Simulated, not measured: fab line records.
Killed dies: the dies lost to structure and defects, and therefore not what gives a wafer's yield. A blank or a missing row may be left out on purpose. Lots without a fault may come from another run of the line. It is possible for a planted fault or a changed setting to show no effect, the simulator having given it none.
fab line records -- flow nand_harc
record: lots: 5, wafers: 15, last_day: 24
route steps=1159 shown P_GATE@133 END@1159
lots that met no fault: taken from a fault-free run of the same line
start_h: the number of hours between the record's first day and the start of the first shown wafer of the lot -- wait_h: how many hours have passed since the lot's step before this one -- " as in the row above -- L1.1+2: one row covering several wafers at once -- - no value, or no start was given -- * or withheld: withheld -- < > ~ a bound
route shown NAME@n: names a module that has steps shown in the file, with the first one's number in the route -- usual: mean and standard deviation over wafers with no fault -- same: alike in all rows -- chamber/n: place in a boat -- sites: readings site by site -- _std_site: the standard deviation of these -- _edge_site: the outer-site mean with the inner-site mean subtracted -- radius_mm: how far each site lies from the wafer's centre -- mask NAME#n: copy n -- behind: the tool/chamber that last shaped the wafer -- hold: why the lot went on hold/how many hours it stayed there/how the hold came to an end -- device: which transistor (n, p or np) failed to switch -- end of line: the tests these same wafers got at the end of their route -- a step given without rows: its recipe and nothing more -- killed: at the first sort, the dies lost to defects and structure; wafer yield is something else -- map: dies across one wafer; x = killed, . = not, _ = none there
set.NAME: the setting as run; set.NAME@STEP: as run at that earlier step -- model.NAME: the simulator's own value behind a step, which no gauge read
certain route steps with their lots: each step a table, each wafer a row
services: a tool's chamber out of use, with start hour (start_h, from the record's first day; less than 0 if before it), hours out, and reason
== steps ==
step: NHARC_P_GATE_DEHYDRATE_18
recipe: temp_c: 150, time_s: 120
step: NHARC_P_GATE_HMDS_19
recipe: time_s: 30
step: NHARC_P_GATE_COAT_20
recipe: spin_rpm: 1500, resist_thk_nm: 90
step: NHARC_P_GATE_SOFTBAKE_21
recipe: temp_c: 105, time_s: 55
step: NHARC_P_GATE_EBR_22
step: NHARC_P_GATE_EXPOSE_23
recipe: na: 1.35, target_cd_nm: 120, dose_mj: 93.91, mask_id: P_GATE
step: NHARC_P_GATE_PEB_24
recipe: peb_temp_c: 100, peb_time_s: 65
step: NHARC_P_GATE_DEVELOP_25
recipe: develop_time_s: 35, dev_temp_c: 23
step: NHARC_P_GATE_CD_MEAS_26
recipe: target_cd_nm: 120, landing_energy_ev: 500
usual: cd_nm: 120.1/0.61
lot.wafer,tool,chamber,start_h,wait_h,cd_nm
L684.2,cd_sem-01,0,95.34,-,119.9
L684.3,cd_sem-01,0,95.34,-,119.3
L684.4,cd_sem-01,0,95.34,-,120.1
L686.1,cd_sem-02,0,95.83,-,120.1
L686.2,cd_sem-02,0,95.83,-,119.5
L686.6,cd_sem-02,0,95.83,-,121.0
L697.4,cd_sem-02,0,165.40,-,120.1
L697.5,cd_sem-02,0,165.40,-,120.7
L697.6,cd_sem-02,0,165.40,-,120.3
L701.1,cd_sem-01,0,189.23,-,120.4
L701.2,cd_sem-01,0,189.23,-,119.4
L701.5,cd_sem-01,0,189.23,-,120.0
L704.2,cd_sem-01,0,211.62,-,119.9
L704.3,cd_sem-01,0,211.62,-,120.3
L704.5,cd_sem-01,0,211.62,-,120.6
step: NHARC_P_GATE_OVL_MEAS_27
usual: overlay_x_nm: 0.2/0.89, overlay_y_nm: 0.2/0.76
lot.wafer,tool,chamber,start_h,wait_h,overlay_x_nm,overlay_y_nm
L684.2,overlay-01,-,95.43,-,-0.1,0.8
L684.3,overlay-01,-,95.43,-,-0.4,0.8
L684.4,overlay-01,-,95.43,-,-0.9,0.3
L686.1,overlay-01,-,95.92,-,-0.1,0.5
L686.2,overlay-01,-,95.92,-,-0.4,0.9
L686.6,overlay-01,-,95.92,-,0.1,0.9
L697.4,overlay-01,-,165.48,-,-0.3,-0.7
L697.5,overlay-01,-,165.48,-,-0.3,-0.5
L697.6,overlay-01,-,165.48,-,-0.2,-0.3
L701.1,overlay-01,-,189.32,-,1.8,1.4
L701.2,overlay-01,-,189.32,-,1.3,1.1
L701.5,overlay-01,-,189.32,-,1.2,1.4
L704.2,overlay-02,-,211.71,-,-0.6,0.0
L704.3,overlay-02,-,211.71,-,-0.9,-0.2
L704.5,overlay-02,-,211.71,-,-0.2,-0.1
step: NHARC_P_GATE_INSPECT_28
usual: raw_defect_count: 6/3.4
lot.wafer,tool,chamber,start_h,wait_h,raw_defect_count
L684.2,defect_inspect-02,-,95.47,0.0,3
L684.3,defect_inspect-02,-,95.47,0.0,5
L684.4,defect_inspect-02,-,95.47,0.0,11
L686.1,defect_inspect-02,-,95.96,0.0,10
L686.2,defect_inspect-02,-,95.96,0.0,2
L686.6,defect_inspect-02,-,95.96,0.0,4
L697.4,defect_inspect-02,-,165.54,0.1,3
L697.5,defect_inspect-02,-,165.54,0.1,3
L697.6,defect_inspect-02,-,165.54,0.1,3
L701.1,defect_inspect-01,-,189.37,0.1,6
L701.2,defect_inspect-01,-,189.37,0.1,6
L701.5,defect_inspect-01,-,189.37,0.1,5
L704.2,defect_inspect-01,-,211.74,0.0,7
L704.3,defect_inspect-01,-,211.74,0.0,5
L704.5,defect_inspect-01,-,211.74,0.0,7
step: NHARC_P_GATE_DESCUM_31
recipe: time_s: 3, o2_flow_sccm: 200, ar_flow_sccm: 0, bias_power_w: 0, chemistry: O2
usual: drypump_motor_current_A: 5.7/0.46, oes_product_au: 0.994/0.01, rf_vpp_V: 57.9/0.89, showerhead_plenum_p_Torr: 1.93/0.087, throttle_valve_pct: 11.311/0.0097
lot.wafer,tool,chamber,start_h,wait_h,drypump_motor_current_A,oes_product_au,rf_hours_counter_h,rf_vpp_V,showerhead_plenum_p_Torr,throttle_valve_pct
L684.3,rie_diel-07,0,95.53,0.1,5.7,0.974,6,56.1,1.82,11.309
L684.2,rie_diel-07,1,95.53,0.1,5.3,0.992,6,59.2,2.04,11.307
L684.4,rie_diel-07,3,95.53,0.1,6.7,0.996,5,58.5,2.02,11.315
L686.2,rie_diel-07,1,96.03,0.1,5.4,0.980,7,59.9,2.04,11.314
L686.1,rie_diel-07,3,96.03,0.1,6.8,0.983,6,57.4,2.02,11.319
L686.6,rie_diel-07,0,96.03,0.1,5.7,0.980,-,57.9,1.82,11.318
L697.4,rie_diel-07,3,165.61,0.1,6.8,0.993,19,58.6,2.02,11.324
L697.6,rie_diel-07,1,165.61,0.1,5.4,0.983,-,58.7,2.04,11.310
L697.5,rie_diel-07,2,165.61,0.1,5.5,1.007,-,58.6,1.86,11.292
L701.2,rie_diel-08,3,189.45,0.1,6.0,0.994,25,57.2,1.99,11.318
L701.1,rie_diel-08,0,189.45,0.1,5.5,0.993,25,58.0,1.97,11.304
L701.5,rie_diel-08,1,189.45,0.1,5.2,1.003,-,56.0,1.88,11.310
L704.3,rie_diel-08,1,211.82,0.1,5.2,1.005,33,57.7,1.88,11.321
L704.2,rie_diel-08,2,211.82,0.1,5.6,1.017,30,58.2,1.77,11.310
L704.5,rie_diel-08,3,211.82,0.1,6.0,0.996,-,58.9,1.98,11.318
step: NHARC_P_GATE_ETCH_104
recipe: target_depth_a: 600, time_s: withheld, cf4_flow_sccm: 100, chf3_flow_sccm: 30, ar_flow_sccm: 0, rf_w: 500, bias_w: 200, chemistry: CF4/CHF3
usual: drypump_motor_current_A: 5.7/0.46, oes_product_au: 0.939/0.024, rf_vpp_V: 371.1/2.4, showerhead_plenum_p_Torr: 1.59/0.066, throttle_valve_pct: 16.801/0.0089
lot.wafer,tool,chamber,start_h,wait_h,drypump_motor_current_A,oes_product_au,rf_vpp_V,showerhead_plenum_p_Torr,throttle_valve_pct,model.P_GATE.cd_nm
L684.3,rie_diel-07,1,95.62,0.1,5.4,0.906,374.0,1.67,16.797,119.3
L684.4,rie_diel-07,2,95.62,0.1,5.5,0.926,369.3,1.53,16.798,121.7
L684.2,rie_diel-07,3,95.62,0.1,6.8,0.919,373.5,1.66,16.805,119.9
L686.1,rie_diel-07,0,96.11,0.1,5.7,0.940,366.8,1.50,16.802,121.6
L686.2,rie_diel-07,1,96.11,0.1,5.4,0.932,374.4,1.67,16.792,120
L686.6,rie_diel-07,3,96.11,0.1,6.8,0.964,372.0,1.66,16.817,121.1
L697.4,rie_diel-07,1,165.68,0.1,5.4,0.916,375.8,1.67,16.792,120.6
L697.5,rie_diel-07,0,165.68,0.1,5.7,0.595,368.9,1.50,16.793,122.9
L697.6,rie_diel-07,1,165.68,0.1,5.4,0.920,373.5,1.67,16.802,119.5
L701.2,rie_diel-08,1,189.56,0.1,5.2,0.921,371.6,1.55,16.806,120.1
L701.1,rie_diel-08,3,189.56,0.1,6.0,0.913,371.8,1.63,16.808,121.3
L701.5,rie_diel-08,0,189.56,0.1,5.5,0.904,372.3,1.61,16.812,121.6
L704.3,rie_diel-08,1,211.89,0.1,5.2,0.976,369.7,1.55,16.798,121
L704.2,rie_diel-08,3,211.89,0.1,6.0,0.964,373.3,1.63,16.796,120.3
L704.5,rie_diel-08,0,211.89,0.1,5.5,0.945,371.9,1.61,16.797,121
step: NHARC_P_GATE_HM_OPEN_105
recipe: target_depth_a: 3600, o2_flow_sccm: 400, cos_flow_sccm: 20, ar_flow_sccm: 0, rf_w: 500, bias_w: 300, chemistry: O2/COS
usual: drypump_motor_current_A: 5.7/0.46, oes_product_au: 0.996/0.01, rf_vpp_V: 467.7/2.8, showerhead_plenum_p_Torr: 3.15/0.13, throttle_valve_pct: 28.331/0.01
lot.wafer,tool,chamber,start_h,wait_h,drypump_motor_current_A,oes_product_au,rf_hours_counter_h,rf_vpp_V,showerhead_plenum_p_Torr,throttle_valve_pct
L684.2,rie_diel-07,0,-,-,5.7,0.979,6,464.2,2.98,28.317
L684.3,rie_diel-07,2,-,-,5.5,0.999,6,464.6,3.04,28.331
L684.4,rie_diel-07,3,-,-,6.8,0.997,6,470.1,3.29,28.317
L686.2,rie_diel-07,0,-,-,5.7,0.982,6,462.6,2.98,28.341
L686.1,rie_diel-07,2,-,-,5.5,1.006,6,464.7,3.04,28.315
L686.6,rie_diel-07,1,-,-,5.4,0.989,-,470.6,3.32,28.316
L697.4,rie_diel-07,1,-,-,5.4,0.993,23,470.9,3.31,28.321
L697.5,rie_diel-07,2,-,-,5.5,0.998,-,467.3,3.04,28.332
L697.6,rie_diel-07,3,-,-,6.8,0.979,-,471.3,3.28,28.328
L701.2,rie_diel-08,0,-,-,5.5,1.000,25,470.1,3.20,28.328
L701.1,rie_diel-08,2,-,-,5.6,1.004,20,462.6,2.91,28.338
L701.5,rie_diel-08,1,-,-,5.2,1.004,-,466.3,3.07,28.327
L704.3,rie_diel-08,3,-,-,6.0,0.996,34,469.1,3.23,28.344
L704.2,rie_diel-08,2,-,-,5.6,1.011,30,461.9,2.91,28.329
L704.5,rie_diel-08,3,-,-,6.0,0.999,-,469.5,3.23,28.324
step: NHARC_END_SORT_01
recipe: temp_c: 25
usual: killed_at_array: 28/11, killed_at_other: 0.6/0.85, killed_at_periphery: 2.8/2.3, killed_dies: 31/11, killed_open: 3.1/1.6, killed_short: 2.0/1.4
same: gross_dies: 677
lot.wafer,tool,chamber,start_h,wait_h,killed_at_array,killed_at_other,killed_at_periphery,killed_dies,killed_open,killed_short
L684.2,prober-02,0,448.60,2.8,36,2,1,39,2,2
L684.3,prober-02,0,449.37,3.1,32,0,0,32,1,3
L684.4,prober-02,0,450.15,3.3,32,3,1,36,2,3
L686.1,prober-02,0,455.52,2.5,14,1,2,17,3,5
L686.2,prober-02,0,456.33,2.8,8,3,2,13,2,0
L686.6,prober-02,0,459.57,4.0,12,0,6,18,3,1
L697.4,prober-02,0,525.72,3.4,32,0,2,34,0,2
L697.5,prober-02,0,526.52,3.7,34,0,642,676,4,2
L697.6,prober-02,0,527.32,4.0,39,0,2,41,2,3
L704.2,prober-02,0,567.94,2.8,16,0,3,19,6,1
L704.3,prober-02,0,568.74,3.1,12,3,3,18,4,2
L704.5,prober-02,0,570.34,3.7,18,0,3,21,5,0
killed by level:class
L684.2 A_CHANNEL_HOLE_D1:chamber_film_flake=16 A_SLIT:chamber_film_flake=9 A_M1:chamber_film_flake=3 A_STAIRCASE:chamber_film_flake=2 THIN_TSV:chamber_film_flake=2 A_ONON_D1:geometric_particle:short=1 A_WL_FILL:geometric_particle:short=1 A_CONTACT:geometric_particle:open=1
L684.3 A_CHANNEL_HOLE_D1:chamber_film_flake=17 A_SLIT:chamber_film_flake=5 A_STAIRCASE:chamber_film_flake=2 A_CONTACT:chamber_film_flake=2 A_CHANNEL_FILL_D1:geometric_particle:short=1 A_WL_FILL:geometric_particle:short=1 A_BLC:geometric_particle:short=1 A_M0:geometric_particle:open=1
L684.4 A_CHANNEL_HOLE_D1:chamber_film_flake=9 A_SLIT:chamber_film_flake=8 A_CONTACT:chamber_film_flake=5 A_M1:chamber_film_flake=3 THIN_TSV:chamber_film_flake=3 A_STAIRCASE:chamber_film_flake=2 A_CHANNEL_HOLE_D1:geometric_particle:short=1 A_CONTACT:geometric_particle:open=1
L686.1 A_WL_FILL:chamber_film_flake=4 A_STAIRCASE:chamber_film_flake=3 A_CONTACT:geometric_particle:open=2 P_GATE:geometric_particle:short=1 P_CONTACT:geometric_particle:short=1 A_SOURCE_PLATE:geometric_particle:open=1 A_CHANNEL_FILL_D1:geometric_particle:short=1 A_WL_FILL:geometric_particle:short=1
L686.2 A_CHANNEL_HOLE_D1:chamber_film_flake=3 A_CONTACT:chamber_film_flake=3 THIN_TSV:chamber_film_flake=3 P_CONTACT:geometric_particle:open=1 A_CONTACT:geometric_particle:open=1 P_GATE:chamber_film_flake=1 A_STAIRCASE:chamber_film_flake=1
L686.6 A_CHANNEL_HOLE_D1:chamber_film_flake=3 A_WL_FILL:chamber_film_flake=3 P_STI:chamber_film_flake=2 A_CHANNEL_FILL_D1:chamber_film_flake=2 P_STI:geometric_particle:short=1 P_CONTACT:geometric_particle:open=1 P_M2:geometric_particle:open=1 A_M0:geometric_particle:open=1
L697.4 A_CHANNEL_HOLE_D1:chamber_film_flake=16 A_SLIT:chamber_film_flake=9 A_STAIRCASE:chamber_film_flake=4 A_ONON_D1:geometric_particle:short=2 P_ZERO_WELL:chamber_film_flake=1 P_BONDPAD:chamber_film_flake=1 A_M1:chamber_film_flake=1
L697.5 P_GATE:area_etch=639 A_CHANNEL_HOLE_D1:chamber_film_flake=13 A_SLIT:chamber_film_flake=13 A_CONTACT:chamber_film_flake=2 P_M1:geometric_particle:short=1 P_M2:geometric_particle:open=1 A_ONON_D1:geometric_particle:short=1 A_SGD_CUT:geometric_particle:open=1
L697.6 A_SLIT:chamber_film_flake=17 A_CHANNEL_HOLE_D1:chamber_film_flake=16 P_CONTACT:geometric_particle:short=1 A_SOURCE_PLATE:geometric_particle:short=1 A_CHANNEL_FILL_D1:geometric_particle:short=1 A_CONTACT:geometric_particle:open=1 A_M1:geometric_particle:open=1 P_ZERO_WELL:chamber_film_flake=1
L704.2 A_CHANNEL_HOLE_D1:chamber_film_flake=7 A_SGD_CUT:chamber_film_flake=3 P_CONTACT:geometric_particle:open=2 A_CONTACT:chamber_film_flake=2 P_STI:geometric_particle:open=1 A_SOURCE_PLATE:geometric_particle:open=1 A_CHANNEL_FILL_D1:geometric_particle:open=1 A_WL_FILL:geometric_particle:short=1
L704.3 A_CHANNEL_HOLE_D1:chamber_film_flake=4 A_SGD_CUT:chamber_film_flake=4 THIN_TSV:chamber_film_flake=3 P_CONTACT:geometric_particle:open=2 P_M2:geometric_particle:open=1 A_CHANNEL_FILL_D1:geometric_particle:short=1 A_WL_FILL:geometric_particle:short=1 A_CONTACT:geometric_particle:open=1
L704.5 A_CHANNEL_HOLE_D1:chamber_film_flake=7 A_CONTACT:chamber_film_flake=3 A_SGD_CUT:chamber_film_flake=2 A_M1:chamber_film_flake=2 P_CONTACT:geometric_particle:open=1 P_M0:geometric_particle:open=1 A_ONON_D1:geometric_particle:open=1 A_WL_FILL:geometric_particle:open=1
map L697.5 (x killed, . not)
____________x____________
_________xxxxxxx_________
_______xxxxxxxxxxx_______
______xxxxxxxxxxxxx______
_____xxxxxxxxxxxxxxx_____
____xxxxxxxxxxxxxxxxx____
____xxxxxxxxxxxxx.xxx____
___xxxxxxxxxxxxxxxxxxx___
___xxxxxxxxxxxxxxxxxxx___
__xxxxxxxxxxxxxxxxxxxxx__
__xxxxxxxxxxxxxxxxxxxxx__
_xxxxxxxxxxxxxxxxxxxxxxx_
_xxxxxxxxxxxxxxxxxxxxxxx_
_xxxxxxxxxxxxxxxxxxxxxxx_
_xxxxxxxxxxxxxxxxxxxxxxx_
_xxxxxxxxxxxxxxxxxxxxxxx_
xxxxxxxxxxxxxxxxxxxxxxxxx
xxxxxxxxxxxxxxxxxxxxxxxxx
xxxxxxxxxxxxxxxxxxxxxxxxx
xxxxxxxxxxxxxxxxxxxxxxxxx
xxxxxxxxxxxxxxxxxxxxxxxxx
_xxxxxxxxxxxxxxxxxxxxxxx_
_xxxxxxxxxxxxxxxxxxxxxxx_
_xxxxxxxxxxxxxxxxxxxxxxx_
_xxxxxxxxxxxxxxxxxxxxxxx_
_xxxxxxxxxxxxxxxxxxxxxxx_
__xxxxxxxxxxxxxxxxxxxxx__
__xxxxxxxxxxxxxxxxxxxxx__
___xxxxxxxxxxxxxxxxxxx___
___xxxxxxxxxxxxxxxxxxx___
____xxxxxxxxxxxxxxxxx____
____xxxxxxxxxxxxxxxxx____
_____xxxxxxxxxxxxxxx_____
______xxxxxxxxxxxxx______
_______xxxxxxxxxxx_______
_________xxxxxxx_________
____________x____________
map L684.2 (x killed, . not)
____________.____________
_________......._________
_______.......x..._______
______.............______
_____..............._____
____.................____
____.............x...____
___...................___
___...................___
__.....................__
__.....................__
_.........x.x..........._
_......................._
_......................._
_......................x_
_......................._
x........................
.........................
.........x.............x.
.....x...............x.xx
.............x........xxx
_........x..xxx......x.._
_...........x.xx....x.xx_
_..x........x..........._
_....................x.x_
_............x......x..._
__x....................__
__.xx..................__
___..................x___
___...................___
____.................____
____.................____
_____x...x.........._____
______.............______
_______..........._______
_________......._________
____________.____________
== services ==
tool,chamber,start_h,hours,kind
rie_diel-07,0,84.70,-,clean
rie_diel-07,1,84.70,-,clean
rie_diel-07,2,84.70,-,clean
rie_diel-07,3,84.70,-,clean
rie_diel-08,2,107.24,12.5,repair
rie_diel-07,0,109.35,-,clean
rie_diel-07,1,109.35,-,clean
rie_diel-07,2,109.35,-,clean
rie_diel-07,3,109.35,-,clean
rie_diel-07,3,123.18,6.4,repair
rie_diel-08,-,124.80,9.0,pm
rie_diel-07,0,133.85,-,clean
rie_diel-07,1,133.85,-,clean
rie_diel-07,2,133.85,-,clean
rie_diel-07,3,133.85,-,clean
rie_diel-07,0,158.65,-,clean
rie_diel-07,1,158.65,-,clean
rie_diel-07,2,158.65,-,clean
rie_diel-07,3,158.65,-,clean
rie_diel-08,2,164.66,7.4,repair
rie_diel-07,0,183.15,-,clean
rie_diel-07,1,183.15,-,clean
rie_diel-07,2,183.15,-,clean
rie_diel-07,3,183.15,-,clean
== key ==
first_sign: step: NHARC_P_GATE_ETCH_104, reading: oes_product_au, direction: down, sigmas: 14, usual: 0.939, struck: 0.595
effect: step: NHARC_END_SORT_01, reading: killed_at_periphery, direction: up, sigmas: 99+, usual: 2.8, struck: 642
model_effect: step: NHARC_P_GATE_ETCH_104, value: P_GATE.cd_nm, without: 121.2, struck: 122.9
more_kills_born_at: NHARC_P_GATE_ETCH_104@rie_diel-07: 639
met_at NHARC_P_GATE_ETCH_104
struck_wafers L697.5
later_rows_left_out L697.5
tester_left_out L697
onset_between 96.11 165.68
fault: kind: process_parameter_drift, tool: rie_diel-07, chamber: 0, onset_h: 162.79, steps: NHARC_P_GATE_ETCH_104, channel: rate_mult, offset: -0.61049, shape: step, end_h: 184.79
tester_left_out: of these lots the tester's yield and bins aren't shown, on N5 and GAA mostly nor the transistor test; their killed dies are dies lost to structure and defects alone, not to doping, threshold or leakage, so they don't give the yield
later_rows_left_out: the simulator's readings of these wafers behind a module that went badly wrong aren't trusted and aren't shown, but for the sort
